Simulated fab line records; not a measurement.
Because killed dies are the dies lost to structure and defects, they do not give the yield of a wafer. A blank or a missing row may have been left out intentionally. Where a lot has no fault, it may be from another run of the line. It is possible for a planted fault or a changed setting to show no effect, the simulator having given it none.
Which tool was responsible? + flow nand_harc + 22 lots, 66 wafers sampled, at 6 steps of a route of 1159

## WHAT EACH GAUGE READ, for each wafer
The record lacks any reading of a measuring or inspecting step that a usual standard deviation could be used to judge.

## TOOL THAT RAN EACH LOT (tool first, then ch and the chambers of the sampled wafers, then the start)
| lot  | NHARC_A_CHANNEL_FILL_D1_STRIP_29              | NHARC_A_STAIRCASE_DESCUM_168       | NHARC_A_STAIRCASE_ETCH_13                     | NHARC_A_STAIRCASE_TRIM_20          | NHARC_A_STAIRCASE_TRIM_26      | NHARC_A_STAIRCASE_ETCH_27      |
|------|-----------------------------------------------|------------------------------------|-----------------------------------------------|------------------------------------|--------------------------------|--------------------------------|
| L074 | rie_diel-02 ch 0,1, day 10 09:37 or earlier   | rie_diel-08 ch 0,1, day 10 09:37   | rie_diel-13 ch 0,1,2, day 10 13:37 or earlier | rie_diel-05 ch 0,2,3, day 10 13:37 | rie_diel-05 ch 1,2, no start   | rie_diel-05 ch 1,2, no start   |
| L075 | rie_diel-02 ch 0,1,3, day 11 01:57 or earlier | rie_diel-08 ch 0,1,3, day 11 01:57 | rie_diel-08 ch 0,1,2, day 11 04:46 or earlier | rie_diel-08 ch 0,2,3, day 11 04:46 | rie_diel-08 ch 1,2,3, no start | rie_diel-08 ch 0,1,3, no start |
| L077 | rie_diel-01 ch 0,3, day 11 06:14 or earlier   | rie_diel-05 ch 2,3, day 11 06:14   | rie_diel-05 ch 0,3, day 11 10:39 or earlier   | rie_diel-13 ch 1,2, day 11 10:39   | rie_diel-13 ch 0,3, no start   | rie_diel-13 ch 1,2,3, no start |
| L078 | rie_diel-01 ch 2,3, day 11 15:13 or earlier   | rie_diel-08 ch 0,1,2, day 11 15:13 | rie_diel-05 ch 0,2,3, day 11 18:11 or earlier | rie_diel-05 ch 2,3, day 11 18:11   | rie_diel-05 ch 0,1,3, no start | rie_diel-05 ch 0,1, no start   |
| L079 | rie_diel-01 ch 1,2,3, day 11 17:35 or earlier | rie_diel-08 ch 0,2,3, day 11 17:35 | rie_diel-05 ch 0,2,3, day 11 21:10 or earlier | rie_diel-05 ch 0,1,2, day 11 21:10 | rie_diel-05 ch 0,1,3, no start | rie_diel-05 ch 1,2,3, no start |
| L076 | rie_diel-02 ch 0,1,3, day 11 17:46 or earlier | rie_diel-08 ch 1,2, day 11 17:46   | rie_diel-13 ch 0,1,3, day 11 20:43 or earlier | rie_diel-13 ch 2,3, day 11 20:43   | rie_diel-13 ch 1,2,3, no start | rie_diel-13 ch 2,3, no start   |
| L080 | rie_diel-01 ch 2,3, day 12 18:32 or earlier   | rie_diel-08 ch 2,3, day 12 18:32   | rie_diel-08 ch 0,3, day 12 21:26 or earlier   | rie_diel-08 ch 0,1, day 12 21:26   | rie_diel-08 ch 1,2, no start   | rie_diel-08 ch 0,3, no start   |
| L082 | rie_diel-02 ch 2,3, day 12 18:50 or earlier   | rie_diel-08 ch 0,2,3, day 12 18:50 | rie_diel-08 ch 0,1,3, day 12 22:02 or earlier | rie_diel-13 ch 0,1,3, day 12 22:02 | rie_diel-13 ch 0,1,2, no start | rie_diel-13 ch 0,1,3, no start |
| L081 | rie_diel-01 ch 0,1,2, day 12 18:59 or earlier | rie_diel-08 ch 0,1,3, day 12 18:59 | rie_diel-13 ch 1,2, day 12 22:20 or earlier   | rie_diel-08 ch 1,2, day 12 22:20   | rie_diel-08 ch 1,2, no start   | rie_diel-08 ch 0,1, no start   |
| L083 | rie_diel-01 ch 0,1, day 13 00:49 or earlier   | rie_diel-05 ch 1,2,3, day 13 00:49 | rie_diel-05 ch 1,2,3, day 13 04:07 or earlier | rie_diel-08 ch 0,2,3, day 13 04:07 | rie_diel-08 ch 0,2,3, no start | rie_diel-08 ch 0,2,3, no start |
| L084 | rie_diel-01 ch 0,1,2, day 13 11:40 or earlier | rie_diel-08 ch 0,1, day 13 11:40   | rie_diel-08 ch 1,3, day 13 14:43 or earlier   | rie_diel-13 ch 1,3, day 13 14:43   | rie_diel-13 ch 1,3, no start   | rie_diel-13 ch 0,2,3, no start |
| L086 | rie_diel-01 ch 0,3, day 13 18:00 or earlier   | rie_diel-05 ch 0,1, day 13 18:00   | rie_diel-05 ch 0,1,3, day 13 21:09 or earlier | rie_diel-05 ch 0,3, day 13 21:09   | rie_diel-05 ch 0,3, no start   | rie_diel-05 ch 0,1, no start   |
| L085 | rie_diel-02 ch 0,1, day 13 09:15              | rie_diel-05 ch 1,2, day 13 18:09   | rie_diel-13 ch 0,2,3, day 14 00:08 or earlier | rie_diel-08 ch 1,2,3, day 14 00:08 | rie_diel-08 ch 0,3, no start   | rie_diel-08 ch 0,1,2, no start |
| L089 | rie_diel-02 ch 0,1, day 14 14:29 or earlier   | rie_diel-05 ch 1,2,3, day 14 14:29 | rie_diel-08 ch 0,2, day 14 17:37 or earlier   | rie_diel-13 ch 0,2, day 14 17:37   | rie_diel-13 ch 0,1,2, no start | rie_diel-13 ch 2,3, no start   |
| L087 | rie_diel-02 ch 0,2, day 14 14:11 or earlier   | rie_diel-05 ch 0,1,2, day 14 14:11 | rie_diel-13 ch 2,3, day 14 17:03 or earlier   | rie_diel-13 ch 1,2,3, day 14 17:03 | rie_diel-13 ch 1,3, no start   | rie_diel-13 ch 0,2, no start   |
| L090 | rie_diel-02 ch 1,2,3, day 14 19:08 or earlier | rie_diel-05 ch 1,2, day 14 19:08   | rie_diel-05 ch 0,2,3, day 14 22:16 or earlier | rie_diel-08 ch 0,3, day 14 22:16   | rie_diel-08 ch 0,1,2, no start | rie_diel-08 ch 0,1,3, no start |
| L088 | rie_diel-02 ch 1,2,3, day 14 19:26 or earlier | rie_diel-08 ch 1,2,3, day 14 19:26 | rie_diel-05 ch 1,3, day 14 23:25 or earlier   | rie_diel-05 ch 2,3, day 14 23:25   | rie_diel-05 ch 0,2,3, no start | rie_diel-05 ch 1,2, no start   |
| L095 | rie_diel-02 ch 0,3, day 15 10:43 or earlier   | rie_diel-08 ch 1,2, day 15 10:43   | rie_diel-08 ch 0,1,2, day 15 14:32 or earlier | rie_diel-05 ch 2,3, day 15 14:32   | rie_diel-05 ch 2,3, no start   | rie_diel-05 ch 0,1,2, no start |
| L093 | rie_diel-01 ch 0,1,3, day 15 10:54 or earlier | rie_diel-13 ch 0,1,3, day 15 10:54 | rie_diel-08 ch 1,2,3, day 15 17:02 or earlier | rie_diel-05 ch 0,1,2, day 15 17:02 | rie_diel-05 ch 0,2,3, no start | rie_diel-05 ch 0,2,3, no start |
| L094 | rie_diel-01 ch 0,2, day 15 07:53              | rie_diel-13 ch 0,3, day 15 15:40   | rie_diel-13 ch 1,2,3, day 15 18:55 or earlier | rie_diel-08 ch 0,1,2, day 15 18:55 | rie_diel-08 ch 1,2, no start   | rie_diel-08 ch 0,2, no start   |
| L096 | rie_diel-02 ch 0,2, day 16 03:45 or earlier   | rie_diel-05 ch 1,3, day 16 03:45   | rie_diel-08 ch 1,2,3, day 16 07:12 or earlier | rie_diel-13 ch 0,2,3, day 16 07:12 | rie_diel-13 ch 0,2, no start   | rie_diel-13 ch 1,2,3, no start |
| L097 | rie_diel-01 ch 1,2, day 16 03:56 or earlier   | rie_diel-13 ch 1,2,3, day 16 03:56 | rie_diel-05 ch 0,1,3, day 16 07:22 or earlier | rie_diel-05 ch 1,2,3, day 16 07:22 | rie_diel-05 ch 0,1,2, no start | rie_diel-05 ch 1,2, no start   |
- NHARC_A_CHANNEL_FILL_D1_STRIP_29: strips in O2, time 20 s.
- NHARC_A_STAIRCASE_DESCUM_168: chemistry O2, time 3 s.
- NHARC_A_STAIRCASE_ETCH_13: etches the open film in C4F8/O2, target depth 100 nm, time 40.5 s.
- NHARC_A_STAIRCASE_TRIM_20: chemistry O2, time 211.2 s.
- NHARC_A_STAIRCASE_TRIM_26: chemistry O2, time 211.2 s.
- NHARC_A_STAIRCASE_ETCH_27: etches the open film in C4F8/O2, target depth 100 nm, time 40.5 s.

## WHAT THE TOOLS THEMSELVES READ (means of the sampled wafers that have a number; where no wafer has one, the mark that the record gives instead)
NHARC_A_CHANNEL_FILL_D1_STRIP_29.
| lot  | tool        | drypump_motor_current_A (A) | oes_product_au (a.u.) | rf_vpp_V (V) | showerhead_plenum_p_Torr (Torr) | throttle_valve_pct (%) |
|------|-------------|-----------------------------|-----------------------|--------------|---------------------------------|------------------------|
| L074 | rie_diel-02 | 6.1                         | 0.999                 | 58.4         | 3.58                            | 17.030                 |
| L075 | rie_diel-02 | 6.2                         | 0.999                 | 57.2         | 3.51                            | 17.032                 |
| L077 | rie_diel-01 | 6.0                         | 1.012                 | 58.3         | 3.53                            | 17.035                 |
| L078 | rie_diel-01 | 6.4                         | 1.003                 | 57.4         | 3.48                            | 17.034                 |
| L079 | rie_diel-01 | 5.9                         | 1.011                 | 58.2         | 3.58                            | 17.029                 |
| L076 | rie_diel-02 | 6.3                         | 1.008                 | 57.7         | 3.51                            | 17.036                 |
| L080 | rie_diel-01 | 6.4                         | 0.995                 | 57.8         | 3.48                            | 17.037                 |
| L082 | rie_diel-02 | 6.2                         | 1.005                 | 57.8         | 3.57                            | 17.032                 |
| L081 | rie_diel-01 | 5.9                         | 1.010                 | 57.2         | 3.48                            | 17.044                 |
| L083 | rie_diel-01 | 5.4                         | 1.003                 | 58.1         | 3.58                            | 17.040                 |
| L084 | rie_diel-01 | 5.9                         | 1.004                 | 57.8         | 3.48                            | 17.033                 |
| L086 | rie_diel-01 | 6.1                         | 0.996                 | 58.0         | 3.42                            | 17.034                 |
| L085 | rie_diel-02 | 6.2                         | 0.997                 | 57.6         | 3.48                            | 17.039                 |
| L089 | rie_diel-02 | 6.2                         | 1.008                 | 58.9         | 3.48                            | 17.042                 |
| L087 | rie_diel-02 | 6.1                         | 1.000                 | 58.5         | 3.46                            | 17.032                 |
| L090 | rie_diel-02 | 6.2                         | 1.008                 | 57.4         | 3.59                            | 17.031                 |
| L088 | rie_diel-02 | 6.2                         | 1.006                 | 57.7         | 3.59                            | 17.037                 |
| L095 | rie_diel-02 | 6.3                         | 1.009                 | 57.4         | 3.41                            | 17.035                 |
| L093 | rie_diel-01 | 5.7                         | 1.010                 | 57.9         | 3.55                            | 17.034                 |
| L094 | rie_diel-01 | 6.2                         | 0.999                 | 57.8         | 3.35                            | 17.034                 |
| L096 | rie_diel-02 | 6.1                         | 0.999                 | 57.0         | 3.46                            | 17.030                 |
| L097 | rie_diel-01 | 5.6                         | 1.009                 | 58.2         | 3.61                            | 17.034                 |

NHARC_A_STAIRCASE_DESCUM_168.
| lot  | tool        | drypump_motor_current_A (A) | oes_product_au (a.u.) | rf_vpp_V (V) | showerhead_plenum_p_Torr (Torr) | throttle_valve_pct (%) |
|------|-------------|-----------------------------|-----------------------|--------------|---------------------------------|------------------------|
| L074 | rie_diel-08 | 5.5                         | 1.004                 | 59.1         | 1.98                            | 11.303                 |
| L075 | rie_diel-08 | 5.6                         | 1.005                 | 57.9         | 1.95                            | 11.314                 |
| L077 | rie_diel-05 | 5.8                         | 1.011                 | 58.5         | 1.93                            | 11.310                 |
| L078 | rie_diel-08 | 5.6                         | 0.997                 | 58.2         | 1.93                            | 11.303                 |
| L079 | rie_diel-08 | 5.8                         | 1.007                 | 58.1         | 1.90                            | 11.313                 |
| L076 | rie_diel-08 | 5.5                         | 0.988                 | 58.0         | 1.87                            | 11.309                 |
| L080 | rie_diel-08 | 5.6                         | 0.990                 | 57.4         | 1.83                            | 11.311                 |
| L082 | rie_diel-08 | 5.8                         | 0.995                 | 57.9         | 1.89                            | 11.307                 |
| L081 | rie_diel-08 | 5.6                         | 0.997                 | 57.9         | 1.94                            | 11.304                 |
| L083 | rie_diel-05 | 5.9                         | 0.988                 | 58.1         | 1.96                            | 11.314                 |
| L084 | rie_diel-08 | 5.7                         | 0.994                 | 58.1         | 1.99                            | 11.307                 |
| L086 | rie_diel-05 | 6.0                         | 1.007                 | 58.8         | 2.02                            | 11.306                 |
| L085 | rie_diel-05 | 5.7                         | 1.010                 | 57.4         | 1.95                            | 11.305                 |
| L089 | rie_diel-05 | 5.9                         | 0.995                 | 58.0         | 1.95                            | 11.308                 |
| L087 | rie_diel-05 | 5.9                         | 1.003                 | 58.9         | 1.99                            | 11.308                 |
| L090 | rie_diel-05 | 5.7                         | 1.004                 | 57.9         | 1.95                            | 11.303                 |
| L088 | rie_diel-08 | 5.5                         | 1.008                 | 57.1         | 1.88                            | 11.308                 |
| L095 | rie_diel-08 | 5.3                         | 1.000                 | 57.6         | 1.91                            | 11.312                 |
| L093 | rie_diel-13 | 6.2                         | 1.000                 | 57.8         | 1.97                            | 11.312                 |
| L094 | rie_diel-13 | 6.1                         | 0.993                 | 57.8         | 2.01                            | 11.323                 |
| L096 | rie_diel-05 | 6.0                         | 0.997                 | 58.3         | 1.98                            | 11.306                 |
| L097 | rie_diel-13 | 6.1                         | 0.996                 | 57.8         | 1.92                            | 11.315                 |

NHARC_A_STAIRCASE_ETCH_13.
| lot  | tool        | oes_product_au (a.u.) | rf_fwd_power_W (W) | rf_vpp_V (V) |
|------|-------------|-----------------------|--------------------|--------------|
| L074 | rie_diel-13 | 0.918                 | 593.3              | 892          |
| L075 | rie_diel-08 | 0.936                 | 591.6              | 896          |
| L077 | rie_diel-05 | 0.939                 | 590.8              | 901          |
| L078 | rie_diel-05 | 0.949                 | 593.8              | 899          |
| L079 | rie_diel-05 | 0.943                 | 592.6              | 900          |
| L076 | rie_diel-13 | 0.956                 | 591.8              | 894          |
| L080 | rie_diel-08 | 0.957                 | 593.4              | 896          |
| L082 | rie_diel-08 | 0.932                 | 592.0              | 898          |
| L081 | rie_diel-13 | 0.937                 | 593.0              | 894          |
| L083 | rie_diel-05 | 0.928                 | 591.5              | 899          |
| L084 | rie_diel-08 | 0.933                 | 592.8              | 895          |
| L086 | rie_diel-05 | 0.941                 | 591.1              | 901          |
| L085 | rie_diel-13 | 0.932                 | 592.6              | 900          |
| L089 | rie_diel-08 | 0.943                 | 594.9              | 897          |
| L087 | rie_diel-13 | 0.936                 | 592.1              | 897          |
| L090 | rie_diel-05 | 0.947                 | 592.6              | 900          |
| L088 | rie_diel-05 | 0.928                 | 590.3              | 899          |
| L095 | rie_diel-08 | 0.942                 | 594.9              | 897          |
| L093 | rie_diel-08 | 0.925                 | 593.8              | 893          |
| L094 | rie_diel-13 | 0.947                 | 592.2              | 896          |
| L096 | rie_diel-08 | 0.940                 | 592.0              | 894          |
| L097 | rie_diel-05 | 0.949                 | 591.2              | 900          |

NHARC_A_STAIRCASE_TRIM_20.
| lot  | tool        | drypump_motor_current_A (A) | oes_product_au (a.u.) | rf_vpp_V (V) | showerhead_plenum_p_Torr (Torr) | throttle_valve_pct (%) |
|------|-------------|-----------------------------|-----------------------|--------------|---------------------------------|------------------------|
| L074 | rie_diel-05 | 6.0                         | 1.009                 | 57.7         | 3.63                            | 17.029                 |
| L075 | rie_diel-08 | 5.8                         | 0.995                 | 57.8         | 3.50                            | 17.034                 |
| L077 | rie_diel-13 | 6.1                         | 1.000                 | 57.6         | 3.49                            | 17.035                 |
| L078 | rie_diel-05 | 6.0                         | 0.990                 | 58.7         | 3.56                            | 17.032                 |
| L079 | rie_diel-05 | 5.9                         | 0.995                 | 57.5         | 3.67                            | 17.042                 |
| L076 | rie_diel-13 | 6.0                         | 1.000                 | 59.4         | 3.60                            | 17.035                 |
| L080 | rie_diel-08 | 5.7                         | 0.991                 | 58.3         | 3.65                            | 17.041                 |
| L082 | rie_diel-13 | 6.2                         | 0.993                 | 58.4         | 3.64                            | 17.039                 |
| L081 | rie_diel-08 | 5.3                         | 0.983                 | 57.2         | 3.53                            | 17.029                 |
| L083 | rie_diel-08 | 5.8                         | 1.001                 | 57.3         | 3.49                            | 17.029                 |
| L084 | rie_diel-13 | 6.4                         | 0.990                 | 57.9         | 3.58                            | 17.036                 |
| L086 | rie_diel-05 | 6.1                         | 1.000                 | 57.4         | 3.68                            | 17.048                 |
| L085 | rie_diel-08 | 5.5                         | 0.995                 | 57.2         | 3.47                            | 17.030                 |
| L089 | rie_diel-13 | 5.9                         | 1.000                 | 57.7         | 3.72                            | 17.033                 |
| L087 | rie_diel-13 | 6.1                         | 0.995                 | 58.1         | 3.54                            | 17.036                 |
| L090 | rie_diel-08 | 5.9                         | 0.991                 | 57.8         | 3.58                            | 17.037                 |
| L088 | rie_diel-05 | 6.1                         | 0.999                 | 58.0         | 3.54                            | 17.031                 |
| L095 | rie_diel-05 | 5.8                         | 0.999                 | 58.6         | 3.54                            | 17.039                 |
| L093 | rie_diel-05 | 5.9                         | 0.996                 | 58.7         | 3.65                            | 17.041                 |
| L094 | rie_diel-08 | 5.6                         | 0.995                 | 59.0         | 3.54                            | 17.037                 |
| L096 | rie_diel-13 | 6.0                         | 0.996                 | 58.1         | 3.66                            | 17.030                 |
| L097 | rie_diel-05 | 5.9                         | 0.992                 | 57.8         | 3.59                            | 17.031                 |

NHARC_A_STAIRCASE_TRIM_26.
| lot  | tool        | drypump_motor_current_A (A) | oes_product_au (a.u.) | rf_vpp_V (V) | showerhead_plenum_p_Torr (Torr) | throttle_valve_pct (%) |
|------|-------------|-----------------------------|-----------------------|--------------|---------------------------------|------------------------|
| L074 | rie_diel-05 | 5.8                         | 1.004                 | 58.2         | 3.66                            | 17.047                 |
| L075 | rie_diel-08 | 5.5                         | 0.997                 | 57.1         | 3.48                            | 17.035                 |
| L077 | rie_diel-13 | 6.1                         | 0.995                 | 58.1         | 3.41                            | 17.036                 |
| L078 | rie_diel-05 | 6.1                         | 0.998                 | 57.9         | 3.68                            | 17.036                 |
| L079 | rie_diel-05 | 6.1                         | 0.999                 | 57.0         | 3.68                            | 17.043                 |
| L076 | rie_diel-13 | 6.1                         | 1.001                 | 57.3         | 3.56                            | 17.041                 |
| L080 | rie_diel-08 | 5.5                         | 1.004                 | 57.9         | 3.45                            | 17.038                 |
| L082 | rie_diel-13 | 6.0                         | 0.997                 | 57.8         | 3.60                            | 17.040                 |
| L081 | rie_diel-08 | 5.3                         | 0.985                 | 57.4         | 3.53                            | 17.029                 |
| L083 | rie_diel-08 | 5.8                         | 1.001                 | 57.6         | 3.49                            | 17.032                 |
| L084 | rie_diel-13 | 6.3                         | 0.996                 | 58.2         | 3.51                            | 17.030                 |
| L086 | rie_diel-05 | 6.2                         | 1.001                 | 59.0         | 3.68                            | 17.028                 |
| L085 | rie_diel-08 | 5.8                         | 0.997                 | 58.8         | 3.52                            | 17.029                 |
| L089 | rie_diel-13 | 6.0                         | 1.002                 | 57.2         | 3.59                            | 17.043                 |
| L087 | rie_diel-13 | 6.3                         | 1.001                 | 57.6         | 3.50                            | 17.043                 |
| L090 | rie_diel-08 | 5.6                         | 0.995                 | 57.7         | 3.54                            | 17.027                 |
| L088 | rie_diel-05 | 6.0                         | 0.999                 | 58.6         | 3.60                            | 17.029                 |
| L095 | rie_diel-05 | 6.1                         | 0.990                 | 57.7         | 3.54                            | 17.035                 |
| L093 | rie_diel-05 | 6.0                         | 0.996                 | 58.3         | 3.60                            | 17.031                 |
| L094 | rie_diel-08 | 5.5                         | 0.991                 | 57.6         | 3.44                            | 17.035                 |
| L096 | rie_diel-13 | 5.8                         | 1.002                 | 57.9         | 3.62                            | 17.036                 |
| L097 | rie_diel-05 | 5.9                         | 0.997                 | 59.1         | 3.65                            | 17.042                 |

NHARC_A_STAIRCASE_ETCH_27.
| lot  | tool        | oes_product_au (a.u.) | rf_fwd_power_W (W) | rf_vpp_V (V) |
|------|-------------|-----------------------|--------------------|--------------|
| L074 | rie_diel-05 | 0.961                 | 593.0              | 901          |
| L075 | rie_diel-08 | 0.950                 | 593.9              | 898          |
| L077 | rie_diel-13 | 0.952                 | 593.5              | 897          |
| L078 | rie_diel-05 | 0.945                 | 593.6              | 904          |
| L079 | rie_diel-05 | 0.951                 | 592.5              | 899          |
| L076 | rie_diel-13 | 0.941                 | 592.3              | 898          |
| L080 | rie_diel-08 | 0.940                 | 592.3              | 898          |
| L082 | rie_diel-13 | 0.937                 | 593.1              | 900          |
| L081 | rie_diel-08 | 0.939                 | 590.4              | 900          |
| L083 | rie_diel-08 | 0.940                 | 592.8              | 894          |
| L084 | rie_diel-13 | 0.952                 | 593.2              | 901          |
| L086 | rie_diel-05 | 0.933                 | 593.3              | 904          |
| L085 | rie_diel-08 | 0.953                 | 594.7              | 897          |
| L089 | rie_diel-13 | 0.951                 | 591.7              | 898          |
| L087 | rie_diel-13 | 0.937                 | 593.7              | 900          |
| L090 | rie_diel-08 | 0.920                 | 593.3              | 897          |
| L088 | rie_diel-05 | 0.937                 | 590.1              | 898          |
| L095 | rie_diel-05 | 0.936                 | 593.4              | 901          |
| L093 | rie_diel-05 | 0.944                 | 592.8              | 898          |
| L094 | rie_diel-08 | 0.941                 | 593.2              | 897          |
| L096 | rie_diel-13 | 0.950                 | 593.1              | 897          |
| L097 | rie_diel-05 | 0.938                 | 592.0              | 898          |

## THE ANSWER, worked out from the rows above alone
Rule: what is usual is taken from the lots themselves. The widest of any qualifying gaps counts: lots, ordered by their means at a reading, are off when they make up no more than a third of the lots, leave a main group of 4 or more, and stand apart from it by 3 or more times the standard deviation of that group's means. If all means in a main group match to the digits the tables above print for the reading, that group is not used. A lot without any number at a reading at which 4 lots or more have one is off too. Any other lot the step has rows for is counted as sound. After the gauges, taken in route order, come the tools' own readings; for these a lot's mean is taken, as printed above. The first step at which some lot is off is used, and at that step the reading that is off furthest; a lot without a number counts as furthest.
No lot is off at any reading shown: from this, nothing can be told.

## WHAT HAD BEEN PUT IN BY THE SIMULATOR
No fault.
